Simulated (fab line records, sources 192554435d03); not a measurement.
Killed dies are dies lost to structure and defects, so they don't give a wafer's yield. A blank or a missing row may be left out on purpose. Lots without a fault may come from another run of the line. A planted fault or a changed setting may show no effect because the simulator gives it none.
Which tool did it? | flow n5_finfet | 10 lots, 29 wafers sampled, at 4 steps of a route of 1938

WHAT THE GAUGES READ, wafer by wafer
The record holds no reading of a measuring or inspecting step that can be judged against a usual standard deviation.

WHICH TOOL RAN EACH LOT (tool, then ch and the chambers of the sampled wafers, then the start)
lot  | N5_BEOL_M13_ETCH_59                | N5_BEOL_M13_ETCH_67                | N5_BEOL_M13_DEGAS_41         | N5_BEOL_M13_SPUTTER_45
L507 | rie_diel-01 ch 0,2, day 10 18:25   | rie_diel-01 ch 2,3, day 10 19:32   | pvd_sputter-03, day 10 23:51 | pvd_sputter-03, day 11 00:05
L509 | rie_diel-04 ch 0,2,3, day 11 02:34 | rie_diel-03 ch 1,2,3, day 11 03:31 | pvd_sputter-02, day 11 06:07 | pvd_sputter-02, day 11 06:22
L508 | rie_diel-01 ch 0,2,3, day 11 03:51 | rie_diel-04 ch 1,2,3, day 11 04:58 | pvd_sputter-02, day 11 07:00 | pvd_sputter-02, day 11 07:14
L510 | rie_diel-03 ch 0,1,2, day 11 11:24 | rie_diel-03 ch 0,1,3, day 11 12:33 | pvd_sputter-03, day 11 15:13 | pvd_sputter-03, day 11 15:28
L515 | rie_diel-04 ch 0,1, day 13 04:20   | rie_diel-04 ch 0,1,2, day 13 05:16 | pvd_sputter-01, day 13 09:05 | pvd_sputter-01, day 13 09:19
L520 | rie_diel-01 ch 0,2, day 14 12:59   | rie_diel-03 ch 0,1,2, day 14 14:02 | pvd_sputter-02, day 14 17:59 | pvd_sputter-02, day 14 18:14
L523 | rie_diel-03 ch 1,2,3, day 15 05:16 | rie_diel-04 ch 0,1,3, day 15 06:29 | pvd_sputter-02, day 15 09:02 | pvd_sputter-02, day 15 09:17
L524 | rie_diel-01 ch 0,3, day 15 06:14   | rie_diel-04 ch 1,2, day 15 07:19   | pvd_sputter-03, day 15 12:51 | pvd_sputter-03, day 15 13:05
L529 | rie_diel-03 ch 0,2, day 17 12:20   | rie_diel-04 ch 0,1,2, day 17 13:17 | pvd_sputter-01, day 17 16:21 | pvd_sputter-01, day 17 16:35
L530 | rie_diel-04 ch 1,2, day 17 14:16   | rie_diel-04 ch 0,2, day 17 15:13   | pvd_sputter-01, day 17 16:56 | pvd_sputter-01, day 17 17:10
- N5_BEOL_M13_ETCH_59: etches BARC in N2/H2, target depth 89 nm, overetch 26.7 nm, time 67.9 s.
- N5_BEOL_M13_ETCH_67: etches SiARC in CF4, target depth 143 nm, time 238.3 s.
- N5_BEOL_M13_DEGAS_41: time 60 s.
- N5_BEOL_M13_SPUTTER_45: material Cu, target thk 80 nm, time 13.33 s.

WHAT THE TOOLS THEMSELVES READ (means of the sampled wafers that have a number; where no wafer has one, the mark that the record gives instead)
N5_BEOL_M13_ETCH_59. Usual: drypump_motor_current_A 5.9 A, standard deviation 0.58; oes_product_au 0.69 a.u., standard deviation 0.065; rf_vpp_V 523.6 V, standard deviation 2.2; showerhead_plenum_p_Torr 2.54 Torr, standard deviation 0.071; throttle_valve_pct 17.90 %, standard deviation 0.26.
lot  | tool        | drypump_motor_current_A (A) | oes_product_au (a.u.) | rf_vpp_V (V) | showerhead_plenum_p_Torr (Torr) | throttle_valve_pct (%) | flag
L507 | rie_diel-01 | 5.4                         | 0.76                  | 524.0        | 2.54                            | 17.59                  |
L509 | rie_diel-04 | 6.0                         | 0.71                  | 523.3        | 2.55                            | 18.14                  |
L508 | rie_diel-01 | 5.7                         | 0.74                  | 522.7        | 2.51                            | 17.65                  |
L510 | rie_diel-03 | 5.3                         | 0.64                  | 523.4        | 2.50                            | 17.78                  |
L515 | rie_diel-04 | 6.3                         | 0.69                  | 523.9        | 2.56                            | 17.97                  |
L520 | rie_diel-01 | 5.2                         | 0.72                  | 523.3        | 2.54                            | 17.65                  |
L523 | rie_diel-03 | 5.7                         | 0.75                  | 525.8        | 2.61                            | 17.60                  |
L524 | rie_diel-01 | 5.3                         | 0.71                  | 524.2        | 2.52                            | 17.71                  |
L529 | rie_diel-03 | 5.2                         | 0.70                  | 525.4        | 2.60                            | 17.57                  |
L530 | rie_diel-04 | 6.0                         | 0.66                  | 524.1        | 2.57                            | 18.12                  |

N5_BEOL_M13_ETCH_67. Usual: cf4_flow_sccm 99.97 sccm, standard deviation 0.27; drypump_motor_current_A 5.7 A, standard deviation 0.55; etch_rf_on_time_s 240 s, standard deviation 6.3; oes_product_au 0.68 a.u., standard deviation 0.076; rf_vpp_V 184.3 V, standard deviation 1.1; showerhead_plenum_p_Torr 2.16 Torr, standard deviation 0.067; throttle_valve_pct 15.59 %, standard deviation 0.23.
lot  | tool        | cf4_flow_sccm (sccm) | drypump_motor_current_A (A) | etch_rf_on_time_s (s) | oes_product_au (a.u.) | rf_vpp_V (V) | showerhead_plenum_p_Torr (Torr) | throttle_valve_pct (%) | flag
L507 | rie_diel-01 | 100.04               | 6.2                         | 238                   | 0.76                  | 183.0        | 2.09                            | 15.35                  |
L509 | rie_diel-03 | 99.91                | 5.7                         | 244                   | 0.60                  | 185.0        | 2.13                            | 15.71                  |
L508 | rie_diel-04 | 99.99                | 6.3                         | 246                   | 0.65                  | 183.7        | 2.13                            | 15.75                  |
L510 | rie_diel-03 | 99.81                | 5.5                         | 237                   | 0.65                  | 184.9        | 2.17                            | 15.49                  |
L515 | rie_diel-04 | 100.04               | 6.0                         | 241                   | 0.70                  | 184.7        | 2.18                            | 15.72                  |
L520 | rie_diel-03 | 89.89                | 5.3                         | 241                   | 0.69                  | 183.4        | 2.11                            | 14.99                  | OFF
L523 | rie_diel-04 | 99.72                | 6.3                         | 240                   | 0.66                  | 183.9        | 2.12                            | 15.83                  |
L524 | rie_diel-04 | 99.95                | 6.2                         | 244                   | 0.66                  | 183.9        | 2.16                            | 15.70                  |
L529 | rie_diel-04 | 100.03               | 6.0                         | 242                   | 0.67                  | 184.1        | 2.17                            | 15.78                  |
L530 | rie_diel-04 | 99.91                | 5.7                         | 246                   | 0.69                  | 184.7        | 2.18                            | 15.81                  |

N5_BEOL_M13_DEGAS_41. Usual: heater_power_w 340 W, standard deviation 31.
lot  | tool           | heater_power_w (W) | flag
L507 | pvd_sputter-03 | 353                |
L509 | pvd_sputter-02 | 341                |
L508 | pvd_sputter-02 | 343                |
L510 | pvd_sputter-03 | 335                |
L515 | pvd_sputter-01 | 306                |
L520 | pvd_sputter-02 | 360                |
L523 | pvd_sputter-02 | 370                |
L524 | pvd_sputter-03 | 327                |
L529 | pvd_sputter-01 | 313                |
L530 | pvd_sputter-01 | 322                |

N5_BEOL_M13_SPUTTER_45. Usual: throttle_valve_pct 30.0 %, standard deviation 1.2.
lot  | tool           | throttle_valve_pct (%) | flag
L507 | pvd_sputter-03 | 30.9                   |
L509 | pvd_sputter-02 | 30.5                   |
L508 | pvd_sputter-02 | 30.7                   |
L510 | pvd_sputter-03 | 30.3                   |
L515 | pvd_sputter-01 | 30.5                   |
L520 | pvd_sputter-02 | 29.2                   |
L523 | pvd_sputter-02 | 29.5                   |
L524 | pvd_sputter-03 | 29.8                   |
L529 | pvd_sputter-01 | 30.1                   |
L530 | pvd_sputter-01 | 29.4                   |

THE ANSWER, worked out from the rows above alone
Rule: a lot is off if the mean of its wafers that have a number lies more than 3 standard deviations from the usual mean. A lot without any number at a reading at which 4 lots or more have one is off too. The other lots that the step has rows for count as sound. The gauges are gone through in route order, then the tools' own readings, and for those a lot's mean is taken as printed above. The first step at which some lot is off is used, and at that step the reading that is off furthest; a lot without a number counts as furthest.
Off: L520, at N5_BEOL_M13_ETCH_67 (cf4_flow_sccm).
A tool fits if, at that step or a process step before it, it ran every lot that is off, and no sound lot after the first of them. One fits: rie_diel-03 at N5_BEOL_M13_ETCH_67. Its last sound lot is L510 (day 11 12:33), its first lot that is off L520 (day 14 14:02): a fault that began between those two fits.
The tool's own readings at N5_BEOL_M13_ETCH_67 bear it out: on the lots that are off they differ by more than 5 times the standard deviation of the sound lots' means. cf4_flow_sccm reads 89.89 sccm there against 99.93 sccm on the sound lots.

WHAT THE SIMULATOR HAD PUT IN
Process parameter drift: rie_diel-03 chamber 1, from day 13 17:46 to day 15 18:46, at N5_BEOL_M13_ETCH_67. Setting cf4_flow_sccm, moved by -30, from 100. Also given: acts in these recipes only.
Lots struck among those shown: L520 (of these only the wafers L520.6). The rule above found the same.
